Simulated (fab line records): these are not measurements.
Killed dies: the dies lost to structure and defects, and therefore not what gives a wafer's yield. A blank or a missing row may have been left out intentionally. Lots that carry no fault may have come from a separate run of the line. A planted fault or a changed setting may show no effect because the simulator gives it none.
Matching of chambers / flow n5_finfet / rie_diel-02 running N5_BEOL_M0_SAQP_DESCUM_19: 4 sister chambers
The step chemistry O2, time 7.9 s. 24 wafers are shown with their chamber, then 12 later ones without.

## EACH WAFER AND ITS CHAMBER
wafer=L080.2; chamber=2; showerhead_plenum_p_Torr (Torr)=2.07; drypump_motor_current_A (A)=5.0; throttle_valve_pct (%)=20.20
wafer=L080.4; chamber=3; showerhead_plenum_p_Torr (Torr)=2.00; drypump_motor_current_A (A)=5.9; throttle_valve_pct (%)=20.51
wafer=L080.5; chamber=0; showerhead_plenum_p_Torr (Torr)=2.09; drypump_motor_current_A (A)=5.7; throttle_valve_pct (%)=20.29
wafer=L081.1; chamber=3; showerhead_plenum_p_Torr (Torr)=2.00; drypump_motor_current_A (A)=5.9; throttle_valve_pct (%)=20.50
wafer=L081.2; chamber=0; showerhead_plenum_p_Torr (Torr)=2.09; drypump_motor_current_A (A)=5.7; throttle_valve_pct (%)=20.28
wafer=L081.3; chamber=1; showerhead_plenum_p_Torr (Torr)=2.17; drypump_motor_current_A (A)=6.1; throttle_valve_pct (%)=20.48
wafer=L083.2; chamber=2; showerhead_plenum_p_Torr (Torr)=2.07; drypump_motor_current_A (A)=5.0; throttle_valve_pct (%)=20.22
wafer=L083.5; chamber=1; showerhead_plenum_p_Torr (Torr)=2.17; drypump_motor_current_A (A)=6.2; throttle_valve_pct (%)=20.46
wafer=L083.6; chamber=0; showerhead_plenum_p_Torr (Torr)=2.09; drypump_motor_current_A (A)=5.7; throttle_valve_pct (%)=20.29
wafer=L086.1; chamber=0; showerhead_plenum_p_Torr (Torr)=2.09; drypump_motor_current_A (A)=5.7; throttle_valve_pct (%)=20.32
wafer=L086.3; chamber=3; showerhead_plenum_p_Torr (Torr)=2.00; drypump_motor_current_A (A)=5.9; throttle_valve_pct (%)=20.53
wafer=L086.4; chamber=2; showerhead_plenum_p_Torr (Torr)=2.06; drypump_motor_current_A (A)=5.0; throttle_valve_pct (%)=20.22
wafer=L088.2; chamber=3; showerhead_plenum_p_Torr (Torr)=2.00; drypump_motor_current_A (A)=5.9; throttle_valve_pct (%)=20.53
wafer=L088.5; chamber=3; showerhead_plenum_p_Torr (Torr)=2.00; drypump_motor_current_A (A)=5.9; throttle_valve_pct (%)=20.52
wafer=L088.6; chamber=0; showerhead_plenum_p_Torr (Torr)=2.09; drypump_motor_current_A (A)=5.7; throttle_valve_pct (%)=20.32
wafer=L089.2; chamber=1; showerhead_plenum_p_Torr (Torr)=2.17; drypump_motor_current_A (A)=6.2; throttle_valve_pct (%)=20.47
wafer=L089.3; chamber=0; showerhead_plenum_p_Torr (Torr)=2.09; drypump_motor_current_A (A)=5.7; throttle_valve_pct (%)=20.31
wafer=L089.6; chamber=1; showerhead_plenum_p_Torr (Torr)=2.17; drypump_motor_current_A (A)=6.2; throttle_valve_pct (%)=20.49
wafer=L090.1; chamber=1; showerhead_plenum_p_Torr (Torr)=2.17; drypump_motor_current_A (A)=6.2; throttle_valve_pct (%)=20.47
wafer=L090.2; chamber=3; showerhead_plenum_p_Torr (Torr)=2.00; drypump_motor_current_A (A)=5.9; throttle_valve_pct (%)=20.53
wafer=L090.3; chamber=2; showerhead_plenum_p_Torr (Torr)=2.06; drypump_motor_current_A (A)=4.9; throttle_valve_pct (%)=20.23
wafer=L092.1; chamber=0; showerhead_plenum_p_Torr (Torr)=2.09; drypump_motor_current_A (A)=5.7; throttle_valve_pct (%)=20.32
wafer=L092.4; chamber=1; showerhead_plenum_p_Torr (Torr)=2.17; drypump_motor_current_A (A)=6.2; throttle_valve_pct (%)=20.48
wafer=L092.6; chamber=0; showerhead_plenum_p_Torr (Torr)=2.09; drypump_motor_current_A (A)=5.7; throttle_valve_pct (%)=20.30

SIGNATURES (means of the wafers above)
reading=showerhead_plenum_p_Torr; chamber 0=2.0900; chamber 1=2.1700; chamber 2=2.0650; chamber 3=2.0000; scatter within a chamber=0.00224
reading=drypump_motor_current_A; chamber 0=5.700; chamber 1=6.183; chamber 2=4.975; chamber 3=5.900; scatter within a chamber=0.0281
reading=throttle_valve_pct; chamber 0=20.3038; chamber 1=20.4750; chamber 2=20.2175; chamber 3=20.5200; scatter within a chamber=0.0134
Rule: distance of a wafer from a chamber = root of the sum over the readings of ((wafer's reading minus chamber's mean) / reading's scatter) squared. If the next closest chamber is less than 2 further off than the closest, the wafer can't be placed; otherwise it belongs to the closest. The scatter is the square root of a quotient: the sum, over the shown wafers, of each reading's squared deviation from its chamber's mean, divided by wafers minus chambers.

## WAFERS MISSING THEIR CHAMBER
wafer=L093.1; showerhead_plenum_p_Torr (Torr)=2.06; drypump_motor_current_A (A)=5.0; throttle_valve_pct (%)=20.23
wafer=L093.3; showerhead_plenum_p_Torr (Torr)=1.99; drypump_motor_current_A (A)=5.9; throttle_valve_pct (%)=20.56
wafer=L093.5; showerhead_plenum_p_Torr (Torr)=1.99; drypump_motor_current_A (A)=5.9; throttle_valve_pct (%)=20.54
wafer=L095.2; showerhead_plenum_p_Torr (Torr)=2.06; drypump_motor_current_A (A)=5.0; throttle_valve_pct (%)=20.23
wafer=L095.3; showerhead_plenum_p_Torr (Torr)=2.08; drypump_motor_current_A (A)=5.8; throttle_valve_pct (%)=20.33
wafer=L095.5; showerhead_plenum_p_Torr (Torr)=2.06; drypump_motor_current_A (A)=4.9; throttle_valve_pct (%)=20.25
wafer=L096.2; showerhead_plenum_p_Torr (Torr)=2.17; drypump_motor_current_A (A)=6.1; throttle_valve_pct (%)=20.51
wafer=L096.4; showerhead_plenum_p_Torr (Torr)=1.99; drypump_motor_current_A (A)=5.9; throttle_valve_pct (%)=20.54
wafer=L096.6; showerhead_plenum_p_Torr (Torr)=2.17; drypump_motor_current_A (A)=6.1; throttle_valve_pct (%)=20.51
wafer=L097.2; showerhead_plenum_p_Torr (Torr)=2.16; drypump_motor_current_A (A)=6.2; throttle_valve_pct (%)=20.51
wafer=L097.3; showerhead_plenum_p_Torr (Torr)=2.06; drypump_motor_current_A (A)=5.0; throttle_valve_pct (%)=20.27
wafer=L097.6; showerhead_plenum_p_Torr (Torr)=2.08; drypump_motor_current_A (A)=5.8; throttle_valve_pct (%)=20.34

## EACH ONE'S CHAMBER
wafer=L093.1; from the rows above=2; in truth=2
wafer=L093.3; from the rows above=3; in truth=3
wafer=L093.5; from the rows above=3; in truth=3
wafer=L095.2; from the rows above=2; in truth=2
wafer=L095.3; from the rows above=0; in truth=0
wafer=L095.5; from the rows above=2; in truth=2
wafer=L096.2; from the rows above=1; in truth=1
wafer=L096.4; from the rows above=3; in truth=3
wafer=L096.6; from the rows above=1; in truth=1
wafer=L097.2; from the rows above=1; in truth=1
wafer=L097.3; from the rows above=2; in truth=2
wafer=L097.6; from the rows above=0; in truth=0
Correct placement for 12 of the 12. Number that these rows cannot place: 0. Number placed wrongly: 0.
